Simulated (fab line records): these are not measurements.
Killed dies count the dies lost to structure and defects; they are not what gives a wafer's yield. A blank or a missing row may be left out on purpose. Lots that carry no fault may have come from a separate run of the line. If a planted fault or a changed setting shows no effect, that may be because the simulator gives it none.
The tool behind it: which one? / flow nand_harc / 39 wafers from 13 lots sampled at 4 of the route's 1302 steps

== WHAT EACH GAUGE READ, for each wafer ==
NHARC_A_BLC_CD_MEAS_19.
lot=L256; measured=day 23 15:38; on=cd_sem-03; cd_nm (nm)=99.5 99.2 98.5
lot=L257; measured=day 23 20:16; on=cd_sem-03; cd_nm (nm)=97.5 99.6 96.5
lot=L260; measured=day 24 06:05; on=cd_sem-02; cd_nm (nm)=98.4 100.2 100.2
lot=L259; measured=day 24 09:27; on=cd_sem-01; cd_nm (nm)=100.8 98.8 100.6
lot=L261; measured=day 25 15:43; on=cd_sem-03; cd_nm (nm)=97.3 98.3 98.2
lot=L264; measured=day 26 05:26; on=cd_sem-03; cd_nm (nm)=99.1 100.2 99.5
lot=L265; measured=day 27 07:19; on=cd_sem-02; cd_nm (nm)=98.8 103.3 100.8
lot=L271; measured=day 29 13:11; on=cd_sem-03; cd_nm (nm)=97.8 98.6 99.6
lot=L269; measured=day 29 14:31; on=cd_sem-03; cd_nm (nm)=98.8 95.9 102.2
lot=L273; measured=day 30 22:59; on=cd_sem-03; cd_nm (nm)=98.8 100.7 96.6
lot=L278; measured=day 32 10:31; on=cd_sem-01; cd_nm (nm)=100.1 99.7 100.8
lot=L276; measured=day 32 12:02; on=cd_sem-02; cd_nm (nm)=97.8 95.5 100.9
lot=L277; measured=day 32 18:27; on=cd_sem-01; cd_nm (nm)=99.7 101.5 100.8

NHARC_A_BLC_INSPECT_28.
lot=L256; measured=day 23 17:42; on=defect_inspect-01; raw_defect_count=510 465 363
lot=L257; measured=day 23 22:15; on=defect_inspect-01; raw_defect_count=781 908 561
lot=L260; measured=day 24 08:51; on=defect_inspect-01; raw_defect_count=511 538 551
lot=L259; measured=day 24 23:34; on=defect_inspect-01; raw_defect_count=589 729 753
lot=L261; measured=day 25 17:45; on=defect_inspect-02; raw_defect_count=475 635 639
lot=L264; measured=day 26 07:24; on=defect_inspect-02; raw_defect_count=581 887 500
lot=L265; measured=day 27 09:18; on=defect_inspect-01; raw_defect_count=713 721 648
lot=L271; measured=day 29 15:10; on=defect_inspect-02; raw_defect_count=527 558 597
lot=L269; measured=day 29 16:32; on=defect_inspect-01; raw_defect_count=665 929 739
lot=L273; measured=day 31 00:57; on=defect_inspect-02; raw_defect_count=392 417 326
lot=L278; measured=day 32 12:30; on=defect_inspect-01; raw_defect_count=627 537 481
lot=L276; measured=day 32 14:00; on=defect_inspect-01; raw_defect_count=444 439 454
lot=L277; measured=day 32 20:30; on=defect_inspect-01; raw_defect_count=376 317 412

NHARC_A_M0_CD_MEAS_09 targets a cd of 80 nm.
lot=L256; measured=day 23 18:37; on=cd_sem-01; cd_nm (nm)=80.6 81.1 81.4
lot=L257; measured=day 23 23:11; on=cd_sem-03; cd_nm (nm)=80.3 80.9 80.9
lot=L260; measured=day 24 09:45; on=cd_sem-02; cd_nm (nm)=80.0 80.1 80.4
lot=L259; measured=day 25 00:28; on=cd_sem-03; cd_nm (nm)=79.9 79.7 80.6
lot=L261; measured=day 25 18:39; on=cd_sem-02; cd_nm (nm)=81.0 80.3 80.5
lot=L264; measured=day 26 08:18; on=cd_sem-02; cd_nm (nm)=80.0 81.4 80.4
lot=L265; measured=day 27 10:12; on=cd_sem-01; cd_nm (nm)=79.4 80.3 79.7
lot=L271; measured=day 29 16:04; on=cd_sem-01; cd_nm (nm)=81.6 82.2 81.3
lot=L269; measured=day 29 17:26; on=cd_sem-03; cd_nm (nm)=81.7 81.1 81.6
lot=L273; measured=day 31 01:52; on=cd_sem-01; cd_nm (nm)=82.0 81.7 81.7
lot=L278; measured=day 32 13:24; on=cd_sem-01; cd_nm (nm)=79.2 80.0 79.9
lot=L276; measured=day 32 14:48; on=cd_sem-01; cd_nm (nm)=79.6 79.3 79.4
lot=L277; measured=day 32 21:24; on=cd_sem-01; cd_nm (nm)=80.3 81.0 80.2

== WHICH TOOL RAN EACH LOT (tool, then ch and the chambers of the sampled wafers, then the start) ==
lot=L256; NHARC_A_M0_EXPOSE_06=arfi_scanner-01 ch 0, day 23 18:29
lot=L257; NHARC_A_M0_EXPOSE_06=arfi_scanner-02 ch 0, day 23 23:02
lot=L260; NHARC_A_M0_EXPOSE_06=arfi_scanner-03 ch 0, day 24 09:37
lot=L259; NHARC_A_M0_EXPOSE_06=arfi_scanner-02 ch 0, day 25 00:20
lot=L261; NHARC_A_M0_EXPOSE_06=arfi_scanner-03 ch 0, day 25 18:31
lot=L264; NHARC_A_M0_EXPOSE_06=arfi_scanner-03 ch 0, day 26 08:10
lot=L265; NHARC_A_M0_EXPOSE_06=arfi_scanner-01 ch 0, day 27 10:04
lot=L271; NHARC_A_M0_EXPOSE_06=arfi_scanner-01 ch 0, day 29 15:56
lot=L269; NHARC_A_M0_EXPOSE_06=arfi_scanner-01 ch 0, day 29 17:18
lot=L273; NHARC_A_M0_EXPOSE_06=arfi_scanner-01 ch 0, day 31 01:43
lot=L278; NHARC_A_M0_EXPOSE_06=arfi_scanner-02 ch 0, day 32 13:16
lot=L276; NHARC_A_M0_EXPOSE_06=arfi_scanner-02 ch 0, day 32 14:39
lot=L277; NHARC_A_M0_EXPOSE_06=arfi_scanner-03 ch 0, day 32 21:16
- NHARC_A_M0_EXPOSE_06: exposes mask A M0, target cd 80 nm.

== WHAT THE TOOLS THEMSELVES READ (means of the sampled wafers that have a number; where no wafer has one, the mark that the record gives instead) ==
NHARC_A_M0_EXPOSE_06.
lot=L256 tool=arfi_scanner-01 exposure_dose_mJ_cm2=84.1
lot=L257 tool=arfi_scanner-02 exposure_dose_mJ_cm2=83.1
lot=L260 tool=arfi_scanner-03 exposure_dose_mJ_cm2=83.2
lot=L259 tool=arfi_scanner-02 exposure_dose_mJ_cm2=83.2
lot=L261 tool=arfi_scanner-03 exposure_dose_mJ_cm2=83.1
lot=L264 tool=arfi_scanner-03 exposure_dose_mJ_cm2=83.2
lot=L265 tool=arfi_scanner-01 exposure_dose_mJ_cm2=83.9
lot=L271 tool=arfi_scanner-01 exposure_dose_mJ_cm2=87.3
lot=L269 tool=arfi_scanner-01 exposure_dose_mJ_cm2=86.6
lot=L273 tool=arfi_scanner-01 exposure_dose_mJ_cm2=86.2
lot=L278 tool=arfi_scanner-02 exposure_dose_mJ_cm2=83.3
lot=L276 tool=arfi_scanner-02 exposure_dose_mJ_cm2=83.3
lot=L277 tool=arfi_scanner-03 exposure_dose_mJ_cm2=83.3

== THE ANSWER, worked out from the rows above alone ==
Rule: usual is defined by the lots themselves. Put in order of their means at a reading, lots are off if they are a third of the lots or fewer, leave a main group of 4 or more, and stand apart from it by a gap of 3 or more times the standard deviation of the main group's means; of several such gaps the widest counts. Not used: any main group whose means are identical at the precision the tables above print for the reading. A lot without any number at a reading at which 4 lots or more have one is off too. Where the step has rows for the other lots, those lots are counted as sound. The gauges are gone through in route order, then the tools' own readings, and for those a lot's mean is taken as printed above. At the first step where some lot is off, the reading lying furthest off is the one used; lots without a number count as furthest.
Off: L271, L269, L273, at NHARC_A_M0_EXPOSE_06 (exposure_dose_mJ_cm2). The main group has a mean of 83.4 with a standard deviation of 0.33.
If a tool, at that step or one of the process steps before it, ran each lot that is off and ran no sound lot following the first of them, it fits. One fits: arfi_scanner-01 at NHARC_A_M0_EXPOSE_06. Its last sound lot is L265 (day 27 10:04), its first lot that is off L271 (day 29 15:56): a fault that began between those two fits.
The tool's own readings at NHARC_A_M0_EXPOSE_06 bear it out: on the lots that are off they differ by more than 5 times the standard deviation of the sound lots' means. exposure_dose_mJ_cm2 reads 86.7 there against 83.4 on the sound lots.

== WHAT THE SIMULATOR HAD INSERTED ==
Drift in process parameters on arfi_scanner-01 at NHARC_A_M0_EXPOSE_06, starting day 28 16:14. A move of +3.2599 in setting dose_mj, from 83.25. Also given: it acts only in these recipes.
Lots struck among those shown: L271, L269, L273. The rule given above showed the same thing.
